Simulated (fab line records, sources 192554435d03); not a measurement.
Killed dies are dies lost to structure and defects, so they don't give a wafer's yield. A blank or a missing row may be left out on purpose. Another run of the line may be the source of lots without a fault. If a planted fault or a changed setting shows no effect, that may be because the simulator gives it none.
The tool behind it: which one? :: flow n5 finfet :: 24 lots, 72 wafers sampled, at 5 steps of a route of 1938

== WHAT THE GAUGES SHOWED, per wafer ==
N5_BEOL_M7_CD_MEAS_35 targets a cd of 40 nm. Usual: cd nm 39.9 nm, standard deviation 0.48.
lot: L074
measured: day 9 08:22
on: cd sem-02
cd nm (nm): 39.9 40.3 39.8
flag: 

lot: L075
measured: day 9 09:47
on: cd sem-02
cd nm (nm): 39.8 39.6 40.3
flag: 

lot: L076
measured: day 9 14:57
on: cd sem-03
cd nm (nm): 40.3 39.9 40.2
flag: 

lot: L078
measured: day 9 16:47
on: cd sem-02
cd nm (nm): 40.7 39.6 39.8
flag: 

lot: L077
measured: day 9 23:31
on: cd sem-01
cd nm (nm): 39.4 39.8 39.7
flag: 

lot: L079
measured: day 10 15:29
on: cd sem-03
cd nm (nm): 40.2 40.4 39.5
flag: 

lot: L080
measured: day 11 03:01
on: cd sem-02
cd nm (nm): 39.6 39.2 39.3
flag: 

lot: L081
measured: day 11 09:13
on: cd sem-03
cd nm (nm): 40.2 40.3 40.0
flag: 

lot: L087
measured: day 12 08:56
on: cd sem-02
cd nm (nm): 40.6 40.5 41.1
flag: 

lot: L084
measured: day 12 09:00
on: cd sem-03
cd nm (nm): 39.4 39.5 39.5
flag: 

lot: L083
measured: day 12 09:08
on: cd sem-03
cd nm (nm): 39.7 40.5 40.3
flag: 

lot: L082
measured: day 12 14:47
on: cd sem-01
cd nm (nm): 40.0 40.0 40.7
flag: 

lot: L086
measured: day 12 15:11
on: cd sem-02
cd nm (nm): 39.7 40.7 39.3
flag: 

lot: L085
measured: day 13 00:43
on: cd sem-01
cd nm (nm): 40.0 39.4 39.8
flag: 

lot: L088
measured: day 13 05:58
on: cd sem-03
cd nm (nm): 39.4 40.0 39.4
flag: 

lot: L089
measured: day 13 23:32
on: cd sem-03
cd nm (nm): 39.4 38.9 39.8
flag: 

lot: L090
measured: day 14 00:00
on: cd sem-01
cd nm (nm): 39.5 40.0 40.3
flag: 

lot: L091
measured: day 14 02:05
on: cd sem-02
cd nm (nm): 40.0 40.6 39.8
flag: 

lot: L092
measured: day 14 10:02
on: cd sem-03
cd nm (nm): 39.9 39.3 40.0
flag: 

lot: L093
measured: day 14 10:26
on: cd sem-03
cd nm (nm): 40.0 39.5 40.1
flag: 

lot: L094
measured: day 14 13:11
on: cd sem-01
cd nm (nm): 39.2 39.4 39.2
flag: 

lot: L095
measured: day 14 16:26
on: cd sem-02
cd nm (nm): 39.4 39.5 39.8
flag: 

lot: L096
measured: day 14 20:24
on: cd sem-03
cd nm (nm): 40.1 40.8 39.8
flag: 

lot: L097
measured: day 15 18:11
on: cd sem-01
cd nm (nm): 40.0 40.1 40.6
flag: 

N5_BEOL_M8_CD_MEAS_28 targets a cd of 40 nm. Usual: cd nm 39.97 nm, standard deviation 0.24.
lot: L074
measured: day 9 13:59
on: cd sem-02
cd nm (nm): 40.26 40.13 40.13
flag: 

lot: L075
measured: day 9 16:37
on: cd sem-03
cd nm (nm): 39.43 39.98 40.00
flag: 

lot: L076
measured: day 9 22:57
on: cd sem-01
cd nm (nm): 39.70 39.75 40.25
flag: 

lot: L078
measured: day 10 02:07
on: cd sem-02
cd nm (nm): 39.86 40.35 39.96
flag: 

lot: L077
measured: day 10 05:16
on: cd sem-03
cd nm (nm): 40.09 39.99 40.30
flag: 

lot: L079
measured: day 10 23:56
on: cd sem-02
cd nm (nm): 39.98 39.78 39.71
flag: 

lot: L080
measured: day 11 09:23
on: cd sem-03
cd nm (nm): 39.75 39.96 39.83
flag: 

lot: L081
measured: day 11 16:15
on: cd sem-01
cd nm (nm): 39.79 40.46 40.13
flag: 

lot: L087
measured: day 12 18:02
on: cd sem-03
cd nm (nm): 40.12 39.92 39.76
flag: 

lot: L084
measured: day 12 18:05
on: cd sem-01
cd nm (nm): 40.02 39.98 40.67
flag: 

lot: L083
measured: day 12 17:59
on: cd sem-01
cd nm (nm): 39.81 39.62 39.73
flag: 

lot: L082
measured: day 12 21:19
on: cd sem-02
cd nm (nm): 40.02 39.62 40.12
flag: 

lot: L086
measured: day 12 21:06
on: cd sem-03
cd nm (nm): 39.81 39.84 39.80
flag: 

lot: L085
measured: day 13 12:33
on: cd sem-03
cd nm (nm): 40.04 40.07 39.99
flag: 

lot: L088
measured: day 13 14:10
on: cd sem-03
cd nm (nm): 39.64 39.98 40.12
flag: 

lot: L089
measured: day 14 05:28
on: cd sem-01
cd nm (nm): 40.06 40.25 40.05
flag: 

lot: L090
measured: day 14 09:32
on: cd sem-02
cd nm (nm): 40.04 40.12 39.83
flag: 

lot: L091
measured: day 14 09:43
on: cd sem-03
cd nm (nm): 40.14 40.16 40.22
flag: 

lot: L092
measured: day 14 15:44
on: cd sem-01
cd nm (nm): 39.54 39.81 39.59
flag: 

lot: L093
measured: day 14 15:56
on: cd sem-02
cd nm (nm): 40.03 40.08 40.18
flag: 

lot: L094
measured: day 14 19:56
on: cd sem-02
cd nm (nm): 40.01 39.98 40.00
flag: 

lot: L095
measured: day 14 22:31
on: cd sem-02
cd nm (nm): 39.74 40.36 40.02
flag: 

lot: L096
measured: day 15 07:20
on: cd sem-02
cd nm (nm): 39.59 39.66 39.98
flag: 

lot: L097
measured: day 16 03:39
on: cd sem-03
cd nm (nm): 40.11 39.87 40.07
flag: 

== WHICH TOOL RAN EACH LOT (tool, then ch and the chambers of the sampled wafers, then the start) ==
lot: L074
N5_BEOL_M8_ILD_DEP_00: pecvd-04 ch 1,2, day 9 10:58
N5_BEOL_M8_PECVD_70: pecvd-04 ch 0,1,2, day 9 11:34
N5_BEOL_M8_ETCH_61: rie diel-06 ch 0,2,3, day 9 13:08

lot: L075
N5_BEOL_M8_ILD_DEP_00: pecvd-02 ch 0,1, day 9 13:06
N5_BEOL_M8_PECVD_70: pecvd-04 ch 0,1,2, day 9 13:43
N5_BEOL_M8_ETCH_61: rie diel-06 ch 2,3, day 9 15:45

lot: L076
N5_BEOL_M8_ILD_DEP_00: pecvd-01 ch 0,1, day 9 17:30
N5_BEOL_M8_PECVD_70: pecvd-01 ch 0,1,2, day 9 18:07
N5_BEOL_M8_ETCH_61: rie diel-06 ch 1,3, day 9 19:58

lot: L078
N5_BEOL_M8_ILD_DEP_00: pecvd-01 ch 0,2, day 9 19:10
N5_BEOL_M8_PECVD_70: pecvd-02 ch 0,1,2, day 9 20:16
N5_BEOL_M8_ETCH_61: rie diel-02 ch 0,1, day 9 23:53

lot: L077
N5_BEOL_M8_ILD_DEP_00: pecvd-04 ch 0,1, day 10 02:41
N5_BEOL_M8_PECVD_70: pecvd-02 ch 0,1, day 10 03:19
N5_BEOL_M8_ETCH_61: rie diel-02 ch 0,1,2, day 10 03:59

lot: L079
N5_BEOL_M8_ILD_DEP_00: pecvd-04 ch 1,2, day 10 17:49
N5_BEOL_M8_PECVD_70: pecvd-02 ch 0,1,2, day 10 18:26
N5_BEOL_M8_ETCH_61: rie diel-01 ch 2,3, day 10 21:34

lot: L080
N5_BEOL_M8_ILD_DEP_00: pecvd-02 ch 0,1,2, day 11 06:31
N5_BEOL_M8_PECVD_70: pecvd-04 ch 0,1, day 11 07:08
N5_BEOL_M8_ETCH_61: rie diel-02 ch 0,3, day 11 08:30

lot: L081
N5_BEOL_M8_ILD_DEP_00: pecvd-02 ch 0,1,2, day 11 12:02
N5_BEOL_M8_PECVD_70: pecvd-01 ch 0,1, day 11 12:40
N5_BEOL_M8_ETCH_61: rie diel-02 ch 1,2,3, day 11 13:22

lot: L087
N5_BEOL_M8_ILD_DEP_00: pecvd-01 ch 1,2, day 12 11:30
N5_BEOL_M8_PECVD_70: pecvd-04 ch 0,1, day 12 12:07
N5_BEOL_M8_ETCH_61: rie diel-06 ch 1,3, day 12 14:58

lot: L084
N5_BEOL_M8_ILD_DEP_00: pecvd-02 ch 0,2, day 12 11:45
N5_BEOL_M8_PECVD_70: pecvd-04 ch 0,1,2, day 12 12:51
N5_BEOL_M8_ETCH_61: rie diel-02 ch 0,1,2, day 12 15:44

lot: L083
N5_BEOL_M8_ILD_DEP_00: pecvd-02 ch 0,1, day 12 12:07
N5_BEOL_M8_PECVD_70: pecvd-01 ch 0,1,2, day 12 12:44
N5_BEOL_M8_ETCH_61: rie diel-06 ch 0,1,2, day 12 15:37

lot: L082
N5_BEOL_M8_ILD_DEP_00: pecvd-02 ch 0,1,2, day 12 17:13
N5_BEOL_M8_PECVD_70: pecvd-02 ch 0,1,2, day 12 18:19
N5_BEOL_M8_ETCH_61: rie diel-02 ch 2,3, day 12 19:59

lot: L086
N5_BEOL_M8_ILD_DEP_00: pecvd-01 ch 0,1,2, day 12 17:38
N5_BEOL_M8_PECVD_70: pecvd-02 ch 0,1,2, day 12 18:14
N5_BEOL_M8_ETCH_61: rie diel-06 ch 1,2, day 12 19:31

lot: L085
N5_BEOL_M8_ILD_DEP_00: pecvd-02 ch 0,1,2, day 13 05:56
N5_BEOL_M8_PECVD_70: pecvd-04 ch 0,1,2, day 13 07:14
N5_BEOL_M8_ETCH_61: rie diel-02 ch 1,2,3, day 13 09:00

lot: L088
N5_BEOL_M8_ILD_DEP_00: pecvd-02 ch 0,2, day 13 08:56
N5_BEOL_M8_PECVD_70: pecvd-04 ch 0,1, day 13 09:47
N5_BEOL_M8_ETCH_61: rie diel-02 ch 0,1,3, day 13 13:08

lot: L089
N5_BEOL_M8_ILD_DEP_00: pecvd-04 ch 1,2, day 14 01:59
N5_BEOL_M8_PECVD_70: pecvd-04 ch 0,2, day 14 02:35
N5_BEOL_M8_ETCH_61: rie diel-06 ch 0,3, day 14 03:37

lot: L090
N5_BEOL_M8_ILD_DEP_00: pecvd-04 ch 0,1,2, day 14 03:30
N5_BEOL_M8_PECVD_70: pecvd-01 ch 0,2, day 14 04:11
N5_BEOL_M8_ETCH_61: rie diel-02 ch 1,2, day 14 06:47

lot: L091
N5_BEOL_M8_ILD_DEP_00: pecvd-02 ch 0,1,2, day 14 04:59
N5_BEOL_M8_PECVD_70: pecvd-04 ch 0,1,2, day 14 05:36
N5_BEOL_M8_ETCH_61: rie diel-02 ch 0,2,3, day 14 07:09

lot: L092
N5_BEOL_M8_ILD_DEP_00: pecvd-04 ch 0,1,2, day 14 12:29
N5_BEOL_M8_PECVD_70: pecvd-02 ch 1,2, day 14 13:34
N5_BEOL_M8_ETCH_61: rie diel-02 ch 1,2, day 14 14:36

lot: L093
N5_BEOL_M8_ILD_DEP_00: pecvd-04 ch 0,1,2, day 14 13:01
N5_BEOL_M8_PECVD_70: pecvd-01 ch 0,1,2, day 14 13:38
N5_BEOL_M8_ETCH_61: rie diel-06 ch 1,3, day 14 14:56

lot: L094
N5_BEOL_M8_ILD_DEP_00: pecvd-01 ch 0,1,2, day 14 15:46
N5_BEOL_M8_PECVD_70: pecvd-01 ch 0,2, day 14 16:23
N5_BEOL_M8_ETCH_61: rie diel-02 ch 2,3, day 14 18:08

lot: L095
N5_BEOL_M8_ILD_DEP_00: pecvd-02 ch 1,2, day 14 19:44
N5_BEOL_M8_PECVD_70: pecvd-04 ch 0, day 14 20:22
N5_BEOL_M8_ETCH_61: rie diel-02 ch 1,2,3, day 14 21:43

lot: L096
N5_BEOL_M8_ILD_DEP_00: pecvd-04 ch 0,2, day 14 23:16
N5_BEOL_M8_PECVD_70: pecvd-04 ch 0,2, day 15 00:34
N5_BEOL_M8_ETCH_61: rie diel-02 ch 0,1,2, day 15 02:50

lot: L097
N5_BEOL_M8_ILD_DEP_00: pecvd-02 ch 0,2, day 15 21:46
N5_BEOL_M8_PECVD_70: pecvd-04 ch 0,1, day 15 22:23
N5_BEOL_M8_ETCH_61: rie diel-06 ch 1,2, day 16 01:21
- N5_BEOL_M8_ILD_DEP_00: deposits SiCOH lowk from DEMS/porogen, target thk 179.75 nm, time 33.4 s.
- N5_BEOL_M8_PECVD_70: deposits SiO2 from TEOS/O2, target thk 20 nm, time 22.7 s.
- N5_BEOL_M8_ETCH_61: etches SiARC in CF4, target depth 45.5 nm, time 75.8 s.

== WHAT THE TOOLS THEMSELVES READ (means of the sampled wafers that have a number; where no wafer has one, the mark that the record gives instead) ==
N5_BEOL_M8_ILD_DEP_00. Usual: heater power w 330 W, standard deviation 35; showerhead plenum p Torr 5.732 Torr, standard deviation 0.019; throttle valve pct 13.6 %, standard deviation 0.58.
lot: L074
tool: pecvd-04
heater power w (W): 328
showerhead plenum p Torr (Torr): 5.721
throttle valve pct (%): 13.0
flag: 

lot: L075
tool: pecvd-02
heater power w (W): 365
showerhead plenum p Torr (Torr): 5.735
throttle valve pct (%): 14.2
flag: 

lot: L076
tool: pecvd-01
heater power w (W): 282
showerhead plenum p Torr (Torr): 5.721
throttle valve pct (%): 13.7
flag: 

lot: L078
tool: pecvd-01
heater power w (W): 295
showerhead plenum p Torr (Torr): 5.707
throttle valve pct (%): 14.2
flag: 

lot: L077
tool: pecvd-04
heater power w (W): 317
showerhead plenum p Torr (Torr): 5.730
throttle valve pct (%): 13.3
flag: 

lot: L079
tool: pecvd-04
heater power w (W): 319
showerhead plenum p Torr (Torr): 5.715
throttle valve pct (%): 13.1
flag: 

lot: L080
tool: pecvd-02
heater power w (W): 341
showerhead plenum p Torr (Torr): 5.730
throttle valve pct (%): 13.8
flag: 

lot: L081
tool: pecvd-02
heater power w (W): 375
showerhead plenum p Torr (Torr): 5.737
throttle valve pct (%): 13.9
flag: 

lot: L087
tool: pecvd-01
heater power w (W): 313
showerhead plenum p Torr (Torr): 5.722
throttle valve pct (%): 13.5
flag: 

lot: L084
tool: pecvd-02
heater power w (W): 353
showerhead plenum p Torr (Torr): 5.733
throttle valve pct (%): 13.5
flag: 

lot: L083
tool: pecvd-02
heater power w (W): 344
showerhead plenum p Torr (Torr): 5.746
throttle valve pct (%): 14.3
flag: 

lot: L082
tool: pecvd-02
heater power w (W): 356
showerhead plenum p Torr (Torr): 5.733
throttle valve pct (%): 13.9
flag: 

lot: L086
tool: pecvd-01
heater power w (W): 278
showerhead plenum p Torr (Torr): 5.708
throttle valve pct (%): 13.6
flag: 

lot: L085
tool: pecvd-02
heater power w (W): 354
showerhead plenum p Torr (Torr): 5.735
throttle valve pct (%): 14.0
flag: 

lot: L088
tool: pecvd-02
heater power w (W): 372
showerhead plenum p Torr (Torr): 5.731
throttle valve pct (%): 13.8
flag: 

lot: L089
tool: pecvd-04
heater power w (W): 288
showerhead plenum p Torr (Torr): 5.720
throttle valve pct (%): 13.2
flag: 

lot: L090
tool: pecvd-04
heater power w (W): 297
showerhead plenum p Torr (Torr): 5.724
throttle valve pct (%): 13.2
flag: 

lot: L091
tool: pecvd-02
heater power w (W): 341
showerhead plenum p Torr (Torr): 5.729
throttle valve pct (%): 13.8
flag: 

lot: L092
tool: pecvd-04
heater power w (W): 323
showerhead plenum p Torr (Torr): 5.738
throttle valve pct (%): 13.2
flag: 

lot: L093
tool: pecvd-04
heater power w (W): 308
showerhead plenum p Torr (Torr): 5.745
throttle valve pct (%): 13.4
flag: 

lot: L094
tool: pecvd-01
heater power w (W): 310
showerhead plenum p Torr (Torr): 5.721
throttle valve pct (%): 13.6
flag: 

lot: L095
tool: pecvd-02
heater power w (W): 353
showerhead plenum p Torr (Torr): 5.755
throttle valve pct (%): 13.3
flag: 

lot: L096
tool: pecvd-04
heater power w (W): 320
showerhead plenum p Torr (Torr): 5.731
throttle valve pct (%): 13.2
flag: 

lot: L097
tool: pecvd-02
heater power w (W): 321
showerhead plenum p Torr (Torr): 5.724
throttle valve pct (%): 13.8
flag: 

N5_BEOL_M8_PECVD_70. Usual: heater power w 736 W, standard deviation 74; showerhead plenum p Torr 8.74 Torr, standard deviation 0.082; throttle valve pct 21.7 %, standard deviation 0.81.
lot: L074
tool: pecvd-04
heater power w (W): 666
showerhead plenum p Torr (Torr): 8.78
throttle valve pct (%): 21.1
flag: 

lot: L075
tool: pecvd-04
heater power w (W): 711
showerhead plenum p Torr (Torr): 8.75
throttle valve pct (%): 21.1
flag: 

lot: L076
tool: pecvd-01
heater power w (W): 696
showerhead plenum p Torr (Torr): 8.66
throttle valve pct (%): 22.3
flag: 

lot: L078
tool: pecvd-02
heater power w (W): 795
showerhead plenum p Torr (Torr): 8.78
throttle valve pct (%): 22.2
flag: 

lot: L077
tool: pecvd-02
heater power w (W): 846
showerhead plenum p Torr (Torr): 8.74
throttle valve pct (%): 23.1
flag: 

lot: L079
tool: pecvd-02
heater power w (W): 827
showerhead plenum p Torr (Torr): 8.77
throttle valve pct (%): 22.4
flag: 

lot: L080
tool: pecvd-04
heater power w (W): 758
showerhead plenum p Torr (Torr): 8.82
throttle valve pct (%): 21.8
flag: 

lot: L081
tool: pecvd-01
heater power w (W): 682
showerhead plenum p Torr (Torr): 8.65
throttle valve pct (%): 22.3
flag: 

lot: L087
tool: pecvd-04
heater power w (W): 748
showerhead plenum p Torr (Torr): 8.83
throttle valve pct (%): 21.8
flag: 

lot: L084
tool: pecvd-04
heater power w (W): 723
showerhead plenum p Torr (Torr): 8.77
throttle valve pct (%): 21.2
flag: 

lot: L083
tool: pecvd-01
heater power w (W): 678
showerhead plenum p Torr (Torr): 8.67
throttle valve pct (%): 21.8
flag: 

lot: L082
tool: pecvd-02
heater power w (W): 835
showerhead plenum p Torr (Torr): 8.76
throttle valve pct (%): 22.3
flag: 

lot: L086
tool: pecvd-02
heater power w (W): 802
showerhead plenum p Torr (Torr): 8.76
throttle valve pct (%): 22.2
flag: 

lot: L085
tool: pecvd-04
heater power w (W): 695
showerhead plenum p Torr (Torr): 8.76
throttle valve pct (%): 21.4
flag: 

lot: L088
tool: pecvd-04
heater power w (W): 761
showerhead plenum p Torr (Torr): 8.81
throttle valve pct (%): 21.7
flag: 

lot: L089
tool: pecvd-04
heater power w (W): 746
showerhead plenum p Torr (Torr): 8.77
throttle valve pct (%): 20.9
flag: 

lot: L090
tool: pecvd-01
heater power w (W): 618
showerhead plenum p Torr (Torr): 8.63
throttle valve pct (%): 22.0
flag: 

lot: L091
tool: pecvd-04
heater power w (W): 745
showerhead plenum p Torr (Torr): 8.78
throttle valve pct (%): 21.4
flag: 

lot: L092
tool: pecvd-02
heater power w (W): 759
showerhead plenum p Torr (Torr): 8.79
throttle valve pct (%): 21.7
flag: 

lot: L093
tool: pecvd-01
heater power w (W): 720
showerhead plenum p Torr (Torr): 8.67
throttle valve pct (%): 21.9
flag: 

lot: L094
tool: pecvd-01
heater power w (W): 668
showerhead plenum p Torr (Torr): 8.67
throttle valve pct (%): 22.2
flag: 

lot: L095
tool: pecvd-04
heater power w (W): 782
showerhead plenum p Torr (Torr): 8.88
throttle valve pct (%): 21.9
flag: 

lot: L096
tool: pecvd-04
heater power w (W): 693
showerhead plenum p Torr (Torr): 8.76
throttle valve pct (%): 21.1
flag: 

lot: L097
tool: pecvd-04
heater power w (W): 719
showerhead plenum p Torr (Torr): 8.75
throttle valve pct (%): 21.5
flag: 

N5_BEOL_M8_ETCH_61. Usual: drypump motor current A 5.8 A, standard deviation 0.35; etch rf on time s 75.6 s, standard deviation 1; mfc ar sccm 99.99 sccm, standard deviation 0.28; oes product au 0.68 a.u., standard deviation 0.074; rf vpp V 184.3 V, standard deviation 1.2; showerhead plenum p Torr 2.17 Torr, standard deviation 0.075; throttle valve pct 15.68 %, standard deviation 0.21.
lot: L074
tool: rie diel-06
drypump motor current A (A): 5.9
etch rf on time s (s): 75.4
mfc ar sccm (sccm): 99.83
oes product au (a.u.): 0.68
rf vpp V (V): 183.5
showerhead plenum p Torr (Torr): 2.16
throttle valve pct (%): 15.61
flag: 

lot: L075
tool: rie diel-06
drypump motor current A (A): 6.0
etch rf on time s (s): 76.3
mfc ar sccm (sccm): 99.81
oes product au (a.u.): 0.64
rf vpp V (V): 183.3
showerhead plenum p Torr (Torr): 2.11
throttle valve pct (%): 15.69
flag: 

lot: L076
tool: rie diel-06
drypump motor current A (A): 6.3
etch rf on time s (s): 75.9
mfc ar sccm (sccm): 99.96
oes product au (a.u.): 0.77
rf vpp V (V): 184.0
showerhead plenum p Torr (Torr): 2.16
throttle valve pct (%): 15.48
flag: 

lot: L078
tool: rie diel-02
drypump motor current A (A): 5.6
etch rf on time s (s): 74.9
mfc ar sccm (sccm): 100.11
oes product au (a.u.): 0.68
rf vpp V (V): 185.4
showerhead plenum p Torr (Torr): 2.25
throttle valve pct (%): 15.88
flag: 

lot: L077
tool: rie diel-02
drypump motor current A (A): 5.6
etch rf on time s (s): 75.7
mfc ar sccm (sccm): 100.15
oes product au (a.u.): 0.65
rf vpp V (V): 184.7
showerhead plenum p Torr (Torr): 2.19
throttle valve pct (%): 15.85
flag: 

lot: L079
tool: rie diel-01
drypump motor current A (A): 5.1
etch rf on time s (s): 76.4
mfc ar sccm (sccm): 99.82
oes product au (a.u.): 0.66
rf vpp V (V): 183.5
showerhead plenum p Torr (Torr): 2.04
throttle valve pct (%): 15.78
flag: 

lot: L080
tool: rie diel-02
drypump motor current A (A): 5.8
etch rf on time s (s): 73.4
mfc ar sccm (sccm): 100.07
oes product au (a.u.): 0.65
rf vpp V (V): 184.8
showerhead plenum p Torr (Torr): 2.19
throttle valve pct (%): 15.77
flag: 

lot: L081
tool: rie diel-02
drypump motor current A (A): 5.5
etch rf on time s (s): 75.8
mfc ar sccm (sccm): 100.08
oes product au (a.u.): 0.71
rf vpp V (V): 183.8
showerhead plenum p Torr (Torr): 2.15
throttle valve pct (%): 15.59
flag: 

lot: L087
tool: rie diel-06
drypump motor current A (A): 6.3
etch rf on time s (s): 77.1
mfc ar sccm (sccm): 100.31
oes product au (a.u.): 0.74
rf vpp V (V): 184.1
showerhead plenum p Torr (Torr): 2.21
throttle valve pct (%): 15.60
flag: 

lot: L084
tool: rie diel-02
drypump motor current A (A): 5.6
etch rf on time s (s): 74.4
mfc ar sccm (sccm): 100.13
oes product au (a.u.): 0.71
rf vpp V (V): 184.7
showerhead plenum p Torr (Torr): 2.19
throttle valve pct (%): 15.73
flag: 

lot: L083
tool: rie diel-06
drypump motor current A (A): 6.0
etch rf on time s (s): 75.6
mfc ar sccm (sccm): 99.72
oes product au (a.u.): 0.68
rf vpp V (V): 185.6
showerhead plenum p Torr (Torr): 2.21
throttle valve pct (%): 15.72
flag: 

lot: L082
tool: rie diel-02
drypump motor current A (A): 5.5
etch rf on time s (s): 75.5
mfc ar sccm (sccm): 99.79
oes product au (a.u.): 0.75
rf vpp V (V): 183.8
showerhead plenum p Torr (Torr): 2.10
throttle valve pct (%): 15.41
flag: 

lot: L086
tool: rie diel-06
drypump motor current A (A): 6.0
etch rf on time s (s): 75.5
mfc ar sccm (sccm): 99.92
oes product au (a.u.): 0.64
rf vpp V (V): 184.2
showerhead plenum p Torr (Torr): 2.16
throttle valve pct (%): 15.81
flag: 

lot: L085
tool: rie diel-02
drypump motor current A (A): 5.5
etch rf on time s (s): 75.1
mfc ar sccm (sccm): 99.82
oes product au (a.u.): 0.69
rf vpp V (V): 184.0
showerhead plenum p Torr (Torr): 2.15
throttle valve pct (%): 15.62
flag: 

lot: L088
tool: rie diel-02
drypump motor current A (A): 5.7
etch rf on time s (s): 75.9
mfc ar sccm (sccm): 99.92
oes product au (a.u.): 0.63
rf vpp V (V): 184.9
showerhead plenum p Torr (Torr): 2.19
throttle valve pct (%): 15.81
flag: 

lot: L089
tool: rie diel-06
drypump motor current A (A): 5.8
etch rf on time s (s): 77.0
mfc ar sccm (sccm): 99.83
oes product au (a.u.): 0.68
rf vpp V (V): 183.8
showerhead plenum p Torr (Torr): 2.19
throttle valve pct (%): 15.59
flag: 

lot: L090
tool: rie diel-02
drypump motor current A (A): 5.4
etch rf on time s (s): 74.9
mfc ar sccm (sccm): 99.76
oes product au (a.u.): 0.75
rf vpp V (V): 183.9
showerhead plenum p Torr (Torr): 2.14
throttle valve pct (%): 15.56
flag: 

lot: L091
tool: rie diel-02
drypump motor current A (A): 5.7
etch rf on time s (s): 75.3
mfc ar sccm (sccm): 100.43
oes product au (a.u.): 0.68
rf vpp V (V): 184.0
showerhead plenum p Torr (Torr): 2.14
throttle valve pct (%): 15.63
flag: 

lot: L092
tool: rie diel-02
drypump motor current A (A): 5.4
etch rf on time s (s): 75.9
mfc ar sccm (sccm): 100.32
oes product au (a.u.): 0.74
rf vpp V (V): 183.4
showerhead plenum p Torr (Torr): 2.14
throttle valve pct (%): 15.56
flag: 

lot: L093
tool: rie diel-06
drypump motor current A (A): 6.3
etch rf on time s (s): 76.1
mfc ar sccm (sccm): 99.94
oes product au (a.u.): 0.71
rf vpp V (V): 183.7
showerhead plenum p Torr (Torr): 2.14
throttle valve pct (%): 15.56
flag: 

lot: L094
tool: rie diel-02
drypump motor current A (A): 5.5
etch rf on time s (s): 75.8
mfc ar sccm (sccm): 99.99
oes product au (a.u.): 0.72
rf vpp V (V): 184.0
showerhead plenum p Torr (Torr): 2.10
throttle valve pct (%): 15.44
flag: 

lot: L095
tool: rie diel-02
drypump motor current A (A): 5.5
etch rf on time s (s): 75.6
mfc ar sccm (sccm): 99.87
oes product au (a.u.): 0.68
rf vpp V (V): 183.7
showerhead plenum p Torr (Torr): 2.14
throttle valve pct (%): 15.63
flag: 

lot: L096
tool: rie diel-02
drypump motor current A (A): 5.6
etch rf on time s (s): 74.8
mfc ar sccm (sccm): 99.94
oes product au (a.u.): 0.69
rf vpp V (V): 184.5
showerhead plenum p Torr (Torr): 2.18
throttle valve pct (%): 15.77
flag: 

lot: L097
tool: rie diel-06
drypump motor current A (A): 6.0
etch rf on time s (s): 75.0
mfc ar sccm (sccm): 99.77
oes product au (a.u.): 0.77
rf vpp V (V): 184.4
showerhead plenum p Torr (Torr): 2.16
throttle valve pct (%): 15.52
flag: 

== THE ANSWER, worked out from the rows above alone ==
Rule: take the mean of a lot's wafers that have a number; if it is more than 3 standard deviations from the usual mean, the lot is off. Also off: a lot with no number at a reading for which 4 or more lots have one. Any other lot the step has rows for is counted as sound. Order of review: gauges by route order, followed by the tools' own readings, for which a lot's mean as printed above is used. At the first step where some lot is off, the reading lying furthest off is the one used; lots without a number count as furthest.
Across all readings shown, no lot is off: no conclusion can be drawn from this.

== WHAT WAS PUT IN BY THE SIMULATOR ==
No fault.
